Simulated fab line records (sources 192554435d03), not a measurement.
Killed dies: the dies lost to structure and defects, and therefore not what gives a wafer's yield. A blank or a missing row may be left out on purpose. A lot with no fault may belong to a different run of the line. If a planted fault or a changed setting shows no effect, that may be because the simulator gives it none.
fab line records	flow n5-finfet
record: lots: 7	wafers: 18	last-day: 17
route steps=1938 shown MOL_CONTACT_COAG@566 BEOL_M4@1111 PASSIVATION@1936
lots with no fault: from the same line, run without faults
start-h: hours from the record's first day to the start of the lot's first wafer shown	wait-h: hours since the lot's step before	" same as the row above	L1.1+2: several wafers, shown together as one row	- no value present, or no start provided	* or withheld: withheld	< > ~ a bound
route shown NAME@n: NAME is a module with steps in the file, n the number in the route of the first one	usual: mean/standard deviation of fault-free wafers	same: alike in all rows	chamber/n: place in a boat	sites: the reading at each site	_std_site: standard deviation across them	_edge_site: inner sites' mean taken away from outer sites' mean	radius-mm: for every site, how far away it sits from the centre of the wafer	mask NAME#n: copy n	behind: tool/chamber where the wafer was last shaped	hold: what put the lot on hold/how long, in hours/how the hold closed	device: the n, p or np transistor that did not switch	end of line: at the end of the route, the tests of the same wafers	where a step has no rows: the recipe by itself	killed: count of dies lost to structure and defects at first sort (not the wafer's yield)	map: shows each die of a wafer: x if killed, . if not, _ if none is there
set.NAME: the setting that was run; set.NAME@STEP: the one run at that earlier step	model.NAME: the simulator's own value behind a step, which no gauge read
lots seen at some steps along the route; tables by step, rows by wafer
services: from which hour (start-h, from the record's first day; less than 0 if before it) a tool's chamber was out of use, for how many hours, and why
== steps ==
step: N5_MOL_CONTACT_COAG_COAT_77
recipe: resist: underlayer	temp-c: 205	time-s: 60	spin-rpm: 1500	resist-thk-nm: 10
step: N5_MOL_CONTACT_COAG_COAT_78
recipe: resist: CAR-EUV	spin-rpm: 1500	resist-thk-nm: 40
step: N5_MOL_CONTACT_COAG_EBR_80
recipe: solvent: PGMEA	ebr-width-mm: 1.5
step: N5_MOL_CONTACT_COAG_SOFTBAKE_79
recipe: temp-c: 110	time-s: 60	resist: CAR-EUV
step: N5_MOL_CONTACT_COAG_EXPOSE_81
recipe: mask-id: VG	na: 0.33	source-shape: annular	sigma-inner: 0.3	sigma-outer: 0.7	polarization: unpolarized	defocus-nm: 0	dose-mj: 59.5
step: N5_MOL_CONTACT_COAG_PEB_82
recipe: peb-temp-c: 100	peb-time-s: 60	resist: CAR-EUV
step: N5_MOL_CONTACT_COAG_DEVELOP_83
recipe: develop-time-s: 30	developer: TMAH	resist: CAR-EUV	rinse-liquid: surfactant-rinse	dry: air-spin	dev-temp-c: 23
step: N5_MOL_CONTACT_COAG_CD_MEAS_84
recipe: target-cd-nm: 25.1	landing-energy-ev: 500	detector: se-inlens	polarity: opening
usual: cd-nm: 25.0/0.33
lot.wafer	tool	chamber	start-h	wait-h	cd-nm
L415.1	cd-sem-03	0	109.94	-	25.0
L415.2	"	0	"	"	25.2
L415.5	"	0	"	"	25.1
L421.1	cd-sem-01	0	150.80	-	24.8
L421.3	"	0	"	"	25.3
L422.1	cd-sem-02	0	152.18	-	24.7
L422.3	"	0	"	"	24.4
L425.1	cd-sem-01	0	170.06	-	25.2
L425.2	"	0	"	"	25.2
L430.2	cd-sem-03	0	200.83	-	24.4
L430.3	"	0	"	"	24.6
L430.4	"	0	"	"	24.8
L433.1	cd-sem-01	0	215.99	-	25.6
L433.2	"	0	"	"	25.3
L433.6	"	0	"	"	25.3
L434.1	cd-sem-03	0	225.54	-	25.3
L434.2	"	0	"	"	25.1
L434.3	"	0	"	"	25.2
step: N5_MOL_CONTACT_COAG_OVL_MEAS_85
recipe: points-per-wafer: 522
usual: VG_OVL: 0.3/0.92
lot.wafer	tool	chamber	start-h	wait-h	VG_OVL[nm]
L415.1	overlay-02	0	109.97	0.0	-1.1
L415.2	"	0	"	"	-1.0
L415.5	"	0	"	"	-1.1
L421.1	overlay-01	0	150.83	0.0	1.1
L421.3	"	0	"	"	-0.3
L422.1	overlay-02	0	152.21	0.0	1.7
L422.3	"	0	"	"	2.4
L425.1	overlay-01	0	170.09	0.0	-1.0
L425.2	"	0	"	"	0.3
L430.2	overlay-01	0	200.86	0.0	-0.4
L430.3	"	0	"	"	-0.8
L430.4	"	0	"	"	-0.7
L433.1	overlay-01	0	216.02	0.0	0.3
L433.2	"	0	"	"	1.1
L433.6	"	0	"	"	1.2
L434.1	overlay-01	0	225.57	0.0	-0.8
L434.2	"	0	"	"	-0.3
L434.3	"	0	"	"	0.4
step: N5_MOL_CONTACT_COAG_INSPECT_57
recipe: mode: adi	inspect-instrument: brightfield
usual: raw-defect-count: 206/41
lot.wafer	tool	chamber	start-h	wait-h	raw-defect-count
L415.1	defect-inspect-01	-	110.03	0.1	231
L415.2	"	-	"	"	241
L415.5	"	-	"	"	216
L421.1	defect-inspect-02	-	150.89	0.1	341
L421.3	"	-	"	"	236
L422.1	defect-inspect-01	-	152.27	0.1	239
L422.3	"	-	"	"	211
L425.1	defect-inspect-02	-	170.15	0.1	253
L425.2	"	-	"	"	167
L430.2	defect-inspect-02	-	200.91	0.0	182
L430.3	"	-	"	"	153
L430.4	"	-	"	"	200
L433.1	defect-inspect-02	-	216.08	0.1	222
L433.2	"	-	"	"	293
L433.6	"	-	"	"	196
L434.1	defect-inspect-01	-	225.63	0.1	174
L434.2	"	-	"	"	181
L434.3	"	-	"	"	233
step: N5_MOL_CONTACT_COAG_DESCUM_88
recipe: chemistry: O2	time-s: 7	source-power-w: 50	bias-power-w: 20	pressure-mtorr: 20	rf-frequency-hz: 2.712e+07	temp-c: 40	resist: CAR-EUV	o2-flow-sccm: 225
usual: drypump-motor-current-A: 5.7/0.35	oes-product-au: 0.81/0.093	rf-vpp-V: 243.4/1.4	showerhead-plenum-p-Torr: 2.10/0.081	temp-c: 40.00/0.11	throttle-valve-pct: 20.42/0.19
lot.wafer	tool	chamber	start-h	wait-h	drypump-motor-current-A	oes-product-au	rf-hours-counter-h	rf-vpp-V	showerhead-plenum-p-Torr	temp-c	throttle-valve-pct
L415.1	rie-diel-03	3	110.46	0.4	5.6	0.88	37	244.2	2.13	40.11	20.26
L415.2	"	2	"	"	5.7	0.76	148	242.2	2.01	40.15	20.33
L415.5	"	3	"	"	5.6	0.89	-	243.9	2.13	40.09	20.27
L421.1	rie-diel-01	1	151.05	0.2	5.9	0.81	94	245.2	2.23	40.09	20.41
L421.3	"	3	"	"	5.1	0.65	252	240.7	1.97	39.74	20.60
L422.1	rie-diel-01	0	153.99	1.7	6.2	0.79	111	243.3	2.09	39.89	20.37
L422.3	"	2	"	"	6.2	1.04	0	243.5	2.13	40.01	20.24
L425.1	rie-diel-01	0	170.22	0.1	6.2	0.79	121	242.1	2.08	39.91	20.39
L425.2	"	1	"	"	6.0	0.79	106	246.6	2.22	39.99	20.44
L430.2	rie-diel-03	0	201.01	0.1	5.5	0.71	204	246.0	2.16	39.96	20.84
L430.3	"	3	"	"	5.7	0.84	73	244.7	2.12	39.96	20.32
L430.4	"	1	"	"	5.4	0.70	224	241.2	1.97	40.01	20.59
L433.1	rie-diel-03	3	216.39	0.3	5.6	0.82	78	243.8	2.11	40.02	20.31
L433.2	"	2	"	"	5.7	0.74	180	241.4	2.00	40.13	20.38
L433.6	"	3	"	"	5.6	0.82	-	242.8	2.11	39.98	20.32
L434.1	rie-diel-01	1	225.66	0.0	5.9	0.76	127	244.1	2.21	39.94	20.48
L434.2	"	0	"	"	6.2	0.76	145	241.5	2.08	39.94	20.41
L434.3	"	2	"	"	6.2	0.92	35	242.8	2.11	40.27	20.30
step: N5_MOL_CONTACT_COAG_ETCH_89
recipe: chemistry: N2/H2	target: underlayer	target-depth-a: 130	mask-material: CAR-EUV	time-s: 10.4	ion-energy-ev: 200	pressure-mtorr: 30	source-w: 840	bias-w: 150	n2-flow-sccm: 200	h2-flow-sccm: 200	ends: cleared
usual: drypump-motor-current-A: 5.7/0.35	etch-rf-on-time-s: 10.1/0.31	oes-product-au: 0.70/0.082	rf-vpp-V: 524.4/2.6	showerhead-plenum-p-Torr: 2.55/0.093	throttle-valve-pct: 17.82/0.21
lot.wafer	tool	chamber	start-h	wait-h	drypump-motor-current-A	etch-rf-on-time-s	oes-product-au	rf-hours-counter-h	rf-vpp-V	showerhead-plenum-p-Torr	throttle-valve-pct
L415.1	rie-diel-03	3	110.50	0.0	5.6	9.5	0.78	37	525.5	2.59	17.66
L415.2	"	2	"	"	5.7	10.3	0.65	148	519.6	2.45	17.91
L415.5	"	3	"	"	5.6	9.5	0.77	-	524.6	2.59	17.65
L421.1	rie-diel-01	1	151.08	0.0	5.9	10.5	0.68	94	526.4	2.67	17.62
L421.3	"	3	"	"	5.1	10.4	0.56	252	518.9	2.39	18.04
L422.1	rie-diel-01	0	154.03	0.0	6.2	9.8	0.71	111	525.1	2.54	17.81
L422.3	"	2	"	"	6.2	9.8	0.89	0	524.9	2.59	17.70
L425.1	rie-diel-01	0	170.26	0.0	6.2	9.8	0.70	121	524.3	2.54	17.82
L425.2	"	1	"	"	5.9	10.5	0.68	106	528.5	2.66	17.63
L430.2	rie-diel-03	0	201.04	0.0	5.5	10.1	0.60	204	525.9	2.61	18.25
L430.3	"	3	"	"	5.6	9.7	0.73	73	525.8	2.57	17.71
L430.4	"	1	"	"	5.4	10.1	0.60	224	520.3	2.37	17.91
L433.1	rie-diel-03	3	216.42	0.0	5.6	9.7	0.73	78	524.5	2.57	17.69
L433.2	"	2	"	"	5.7	10.3	0.63	180	522.6	2.43	17.96
L433.6	"	3	"	"	5.6	9.8	0.71	-	525.4	2.57	17.71
L434.1	rie-diel-01	1	225.70	0.0	5.9	10.6	0.66	127	527.0	2.65	17.68
L434.2	"	0	"	"	6.2	9.8	0.68	145	525.0	2.53	17.87
L434.3	"	2	"	"	6.2	9.9	0.79	35	524.3	2.58	17.74
step: N5_MOL_CONTACT_COAG_ETCH_90
recipe: chemistry: CF4	target: SiARC	target-depth-a: 130	mask-material: CAR-EUV	time-s: 21.7	ion-energy-ev: 80	pressure-mtorr: 40	source-w: 545	bias-w: 36	Ar_flow_sccm: 100	cf4-flow-sccm: 100	ends: cleared
usual: drypump-motor-current-A: 5.7/0.35	etch-rf-on-time-s: 21.1/0.62	oes-product-au: 0.70/0.082	rf-vpp-V: 184.3/1.2	showerhead-plenum-p-Torr: 2.16/0.069	throttle-valve-pct: 15.65/0.23
lot.wafer	tool	chamber	start-h	wait-h	drypump-motor-current-A	etch-rf-on-time-s	oes-product-au	rf-hours-counter-h	rf-vpp-V	showerhead-plenum-p-Torr	throttle-valve-pct
L415.1	rie-diel-03	3	110.52	0.0	5.6	20.1	0.77	37	184.6	2.19	15.42
L415.2	"	2	"	"	5.7	21.5	0.65	148	183.9	2.07	15.60
L415.5	"	3	"	"	5.6	20.3	0.77	-	183.2	2.19	15.42
L421.1	rie-diel-01	1	151.10	0.0	5.9	14.9	0.87	94	184.7	2.23	15.35
L421.3	"	3	"	"	5.1	14.7	0.72	252	183.6	2.01	15.81
L422.1	rie-diel-01	0	154.05	0.0	6.2	14.0	0.89	111	185.8	2.17	15.80
L422.3	"	2	"	"	6.2	13.9	1.13	0	184.5	2.20	15.51
L425.1	rie-diel-01	0	170.28	0.0	6.2	14.2	0.88	121	184.0	2.17	15.82
L425.2	"	1	"	"	5.9	22.6	0.66	106	185.5	2.22	15.41
L430.2	rie-diel-03	0	201.06	0.0	5.5	21.0	0.60	204	185.0	2.20	16.03
L430.3	"	3	"	"	5.6	20.2	0.73	73	185.6	2.17	15.49
L430.4	"	1	"	"	5.4	21.0	0.60	224	182.8	2.04	15.92
L433.1	rie-diel-03	3	216.44	0.0	5.6	20.6	0.71	78	185.2	2.17	15.49
L433.2	"	2	"	"	5.7	21.3	0.63	180	183.3	2.06	15.68
L433.6	"	3	"	"	5.6	20.4	0.72	-	184.9	2.17	15.50
L434.1	rie-diel-01	1	225.72	0.0	5.9	22.4	0.66	127	185.6	2.22	15.43
L434.2	"	0	"	"	6.2	20.8	0.68	145	184.4	2.16	15.84
L434.3	"	2	"	"	6.2	20.8	0.79	35	184.9	2.19	15.58
step: N5_MOL_CONTACT_COAG_ALD_131
recipe: material: SiO2	target-thk-a: 50	temp-c: 100	ald-precursor-family: BDEAS	ald-co-reactant: O2-plasma	pulse-time-s: 1	co-reactant-pulse-time-s: 1	purge-time-s: 2	co-reactant-purge-time-s: 2	ald-cycles: 35	pressure-torr: 2
usual: heater-power-w: 77/4.2	precursor-pulse-height-rel: 0.999/0.022
lot.wafer	tool	chamber	start-h	wait-h	heater-power-w	precursor-pulse-height-rel
L415.1	ald-sin-04	0	110.60	0.1	82	1.011
L415.2	"	3	"	"	73	1.008
L415.5	"	2	"	"	75	1.009
L421.1	ald-sin-01	0	151.18	0.1	74	1.009
L421.3	"	2	"	"	77	1.014
L422.1	ald-sin-04	0	154.13	0.1	85	0.981
L422.3	"	3	"	"	75	0.993
L425.1	ald-sin-01	0	170.36	0.1	72	1.008
L425.2	"	2	"	"	77	1.014
L430.2	ald-sin-04	2	201.14	0.1	77	1.007
L430.3	"	0	"	"	82	0.981
L430.4	"	3	"	"	73	1.013
L433.1	ald-sin-04	0	216.52	0.1	82	1.015
L433.2	"	1	"	"	80	0.999
L433.6	"	2	"	"	77	1.006
L434.1	ald-sin-04	3	225.80	0.1	75	0.983
L434.2	"	2	"	"	79	1.031
L434.3	"	1	"	"	82	1.005
step: N5_BEOL_M4_RC_MEAS_101
usual: DIBL_N: 35.4/2.1	DIBL_P: 34.8/2.6	IOFF_N: 0.15/0.037	IOFF_P: 0.19/0.037	ION_N: 677/16	ION_P: 462/9.3	SS_N: 71.4/0.75	SS_P: 72.9/0.77	VT_N: 250/3.7	VT_P: -251/3.5
lot.wafer	tool	chamber	start-h	wait-h	DIBL_N[mV/V]	DIBL_P[mV/V]	IOFF_N[nA/um]	IOFF_P[nA/um]	ION_N[uA/um]	ION_P[uA/um]	SS_N[mV/dec]	SS_P[mV/dec]	VT_N[mV]	VT_P[mV]
L415.1	prober-02	0	183.59	0.0	31.6	28.4	0.09	0.16	664	473	70.1	72.4	255	-252
L415.2	"	0	"	"	35.5	33.2	0.14	0.21	680	470	71.0	72.9	250	-249
L415.5	"	0	"	"	34.3	31.4	0.13	0.18	680	463	70.9	72.7	248	-249
L422.1	prober-01	0	225.90	0.0	34.1	34.0	0.14	0.21	674	470	71.2	72.5	248	-249
L422.3	"	0	"	"	33.8	33.4	0.12	0.20	660	461	70.9	73.0	255	-249
L421.1	prober-01	0	226.83	0.5	35.7	34.1	0.15	0.19	686	465	70.6	72.4	248	-251
L421.3	"	0	"	"	40.9	40.4	0.25	0.29	703	473	71.5	75.2	244	-246
L425.1	prober-02	0	251.21	0.0	35.4	34.5	0.16	0.18	686	469	71.9	72.8	250	-249
L425.2	"	0	"	"	36.9	36.9	0.18	0.22	691	473	71.5	73.6	247	-248
L430.2	prober-01	0	278.99	0.2	38.0	38.3	0.19	0.24	682	472	72.1	73.5	248	-247
L430.3	"	0	"	"	34.9	35.8	0.13	0.20	669	461	71.0	73.3	251	-250
L430.4	"	0	"	"	38.2	35.7	0.21	0.19	662	452	73.7	72.4	251	-252
L433.1	prober-01	0	286.34	0.0	35.6	35.4	0.15	0.19	678	460	72.1	72.7	250	-251
L433.2	"	0	"	"	34.9	35.1	0.15	0.18	677	463	71.4	72.9	250	-250
L433.6	"	0	"	"	34.7	34.9	0.14	0.19	680	466	71.5	73.0	248	-251
L434.1	prober-01	0	302.88	0.0	36.3	34.1	0.13	0.14	659	445	71.5	73.1	256	-257
L434.2	"	0	"	"	38.0	37.4	0.18	0.20	696	467	71.8	74.3	247	-252
L434.3	"	0	"	"	38.2	38.1	0.19	0.21	704	475	71.7	75.0	247	-253
step: N5_PASSIVATION_PROBE_49
usual: defect-limited-yield: 90.5/1.7	killed_at_M0_to_M3: 37/12	killed_at_M4_up: 14/5.2	killed-at-contacts: 12/5.9	killed-at-front-end: 45/14	killed-at-other: 3.5/2.8	killed-dies: 112/21	killed-open: 73/15	killed-short: 36/8.9	sort_bin_5_function: 5.6/1.2	sort_bin_6_memory: 3.5/0.68	sort-n-pass: 1068/21	sort-yield-pct: 90.5/1.8
same: gross-dies: 1180	killed-at-back-side: 0	sort_bin_4_leakage[%]: 0	sort_bin_8_speed[%]: 0
lot.wafer	tool	chamber	start-h	wait-h	defect-limited-yield[%]	killed_at_M0_to_M3	killed_at_M4_up	killed-at-contacts	killed-at-front-end	killed-at-other	killed-dies	killed-open	killed-short	sort_bin_5_function[%]	sort_bin_6_memory[%]	sort-n-pass	sort-yield-pct[%]
L415.1	prober-02	-	300.92	0.0	91.8	33	20	2	39	3	97	70	27	4.8	3.0	1083	91.8
L415.2	prober-02	-	300.97	0.1	88.1	47	20	5	65	3	140	92	47	6.6	4.9	1040	88.1
L415.5	prober-02	-	301.12	0.2	91.5	29	11	11	47	2	100	60	40	5.3	2.5	1080	91.5
L422.1	prober-02	-	332.72	0.0	93.6	24	11	3	34	3	75	44	29	3.8	2.2	1105	93.6
L422.3	prober-02	-	332.82	0.1	91.8	33	23	6	28	7	97	64	33	4.2	3.6	1083	91.8
L421.1	prober-02	-	336.62	0.0	90.2	32	19	19	46	0	116	85	29	4.9	4.5	1064	90.2
L421.3	prober-02	-	336.72	0.1	89.5	41	9	18	54	2	124	86	36	6.8	3.5	1056	89.5
L425.1	prober-02	-	361.08	0.0	90.2	24	24	11	55	2	116	69	45	5.7	4.0	1064	90.2
L425.2	prober-02	-	361.13	0.1	90.2	29	20	11	54	2	116	76	36	6.6	3.1	1064	90.2
L430.2	prober-01	-	379.96	0.6	92.9	14	16	6	42	6	84	64	19	4.2	2.7	1096	92.9
L430.3	prober-01	-	380.01	0.7	90.0	30	9	7	66	6	118	82	33	5.2	4.3	1062	90.0
L430.4	prober-01	-	380.06	0.7	91.4	38	11	9	36	8	102	60	40	5.0	3.1	1078	91.4
killed by level:class
L415.1 BEOL_M3:geometric-particle:open=11 BEOL_M4:geometric-particle:open=11 FIN_SAQP:geometric-particle:open=10 BEOL_M2:geometric-particle:open=10 FIN_SAQP:geometric-particle:short=7 DUMMY_GATE:geometric-particle:open=6 GATE_CUT:geometric-particle:open=4 GATE_CUT:geometric-particle:short=4
L415.2 FIN_SAQP:geometric-particle:open=17 FIN_SAQP:geometric-particle:short=17 STI_FIN_REVEAL:geometric-particle:open=14 BEOL_M4:geometric-particle:open=12 BEOL_M0_SAQP:geometric-particle:open=10 BEOL_M0_SAQP:geometric-particle:short=10 BEOL_M2:geometric-particle:open=10 BEOL_M3:geometric-particle:open=10
L415.5 MOL_CONTACT_COAG:geometric-particle:open=11 FIN_SAQP:geometric-particle:short=9 STI_FIN_REVEAL:geometric-particle:open=8 GATE_CUT:geometric-particle:short=8 BEOL_M3:geometric-particle:open=7 FIN_SAQP:geometric-particle:open=6 BEOL_M0:geometric-particle:short=6 BEOL_M4:geometric-particle:open=6
L422.1 FIN_SAQP:geometric-particle:short=10 FIN_SAQP:geometric-particle:open=6 BEOL_M0_SAQP:geometric-particle:short=6 BEOL_M2:geometric-particle:open=6 DUMMY_GATE:geometric-particle:open=3 GATE_CUT:geometric-particle:open=3 MOL_CONTACT_COAG:geometric-particle:open=3 BEOL_M8:geometric-particle:open=3
L422.3 BEOL_M4:geometric-particle:open=10 FIN_SAQP:geometric-particle:short=9 BEOL_M1:geometric-particle:open=9 FIN_SAQP:geometric-particle:open=8 BEOL_M3:geometric-particle:open=8 BEOL_M2:geometric-particle:open=7 MOL_CONTACT_COAG:geometric-particle:open=5 BEOL_M1:geometric-particle:short=5
L421.1 MOL_CONTACT_COAG:geometric-particle:open=16 FIN_SAQP:geometric-particle:open=13 STI_FIN_REVEAL:geometric-particle:open=10 BEOL_M4:geometric-particle:open=10 BEOL_M1:geometric-particle:short=8 BEOL_M0:geometric-particle:open=6 BEOL_M1:geometric-particle:open=6 BEOL_M2:geometric-particle:open=4
L421.3 MOL_CONTACT_COAG:geometric-particle:open=17 FIN_SAQP:geometric-particle:open=14 STI_FIN_REVEAL:geometric-particle:open=14 BEOL_M0_SAQP:geometric-particle:short=11 BEOL_M0_SAQP:geometric-particle:open=10 FIN_SAQP:geometric-particle:short=9 BEOL_M2:geometric-particle:open=7 BEOL_M3:geometric-particle:open=6
L425.1 FIN_SAQP:geometric-particle:open=11 GATE_CUT:geometric-particle:open=10 BEOL_M0_SAQP:geometric-particle:open=10 FIN_SAQP:geometric-particle:short=9 BEOL_M4:geometric-particle:open=9 BEOL_M0_SAQP:geometric-particle:short=7 GATE_CUT:geometric-particle:short=6 MOL_CONTACT_COAG:geometric-particle:open=6
L425.2 FIN_SAQP:geometric-particle:open=14 MOL_CONTACT_COAG:geometric-particle:open=10 BEOL_M4:geometric-particle:open=10 GATE_CUT:geometric-particle:short=7 BEOL_M1:geometric-particle:open=6 BEOL_M2:geometric-particle:open=6 FIN_SAQP:geometric-particle:short=4 ILD0:geometric-particle:open=4
L430.2 FIN_SAQP:geometric-particle:open=12 STI_FIN_REVEAL:geometric-particle:open=7 BEOL_M4:geometric-particle:open=6 STARTING-WAFER:geometric-particle:open=6 GATE_CUT:geometric-particle:short=4 MOL_CONTACT_COAG:geometric-particle:open=4 BEOL_M2:geometric-particle:open=4 BEOL_M3:geometric-particle:open=4
L430.3 STI_FIN_REVEAL:geometric-particle:open=32 FIN_SAQP:geometric-particle:open=7 BEOL_M3:geometric-particle:open=6 BEOL_M0_SAQP:geometric-particle:short=6 BEOL_M1:geometric-particle:open=6 STI_FIN_REVEAL:geometric-particle:short=5 BEOL_M2:geometric-particle:open=5 GATE_CUT:geometric-particle:open=4
L430.4 STI_FIN_REVEAL:geometric-particle:open=9 BEOL_M3:geometric-particle:open=8 MOL_CONTACT_COAG:geometric-particle:open=7 FIN_SAQP:geometric-particle:open=6 BEOL_M0_SAQP:geometric-particle:short=6 BEOL_M2:geometric-particle:open=6 BEOL_M0_SAQP:geometric-particle:open=5 PASS1_CAP:geometric-particle:short=5
== services ==
tool	chamber	start-h	hours	kind
rie-diel-01	-	87.14	1.0	repair
ald-sin-01	0	99.30	-	clean
ald-sin-01	1	99.30	-	clean
ald-sin-01	2	99.30	-	clean
ald-sin-01	3	99.30	-	clean
ald-sin-01	1	103.98	88.0	repair
rie-diel-01	2	134.57	-	clean
rie-diel-01	2	134.57	-	consumable-replace:esc
rie-diel-01	2	134.57	-	consumable-replace:focus-ring
rie-diel-01	2	134.57	18.7	scheduled-down
rie-diel-01	2	134.57	18.7	vent-cycle
rie-diel-01	-	141.22	1.0	repair
rie-diel-03	3	149.91	2.5	repair
rie-diel-01	3	153.44	-	clean
rie-diel-01	3	153.44	-	consumable-replace:focus-ring
rie-diel-01	3	153.44	-	consumable-replace:showerhead
rie-diel-01	3	153.44	27.5	scheduled-down
rie-diel-01	3	153.44	27.5	vent-cycle
ald-sin-04	-	170.99	6.1	pm
ald-sin-01	-	215.63	6.0	pm
== key ==
first-sign: step: N5_MOL_CONTACT_COAG_ETCH_90	reading: etch-rf-on-time-s	direction: down	sigmas: 11	usual: *	struck: *
effect: step: N5_MOL_CONTACT_COAG_ETCH_90	reading: oes-product-au	direction: up	sigmas: 2.4	usual: 0.70	struck: 0.90	wafers-moved: 4
met-at N5_MOL_CONTACT_COAG_ETCH_90
struck-wafers L421.1,L421.3,L422.1,L422.3,L425.1
fault: kind: process-parameter-drift	tool: rie-diel-01	chamber: -	onset-h: 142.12	steps: N5_MOL_CONTACT_COAG_ETCH_90	channel: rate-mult	offset: 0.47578	shape: step	end-h: 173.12	scope: struck-wafers-only
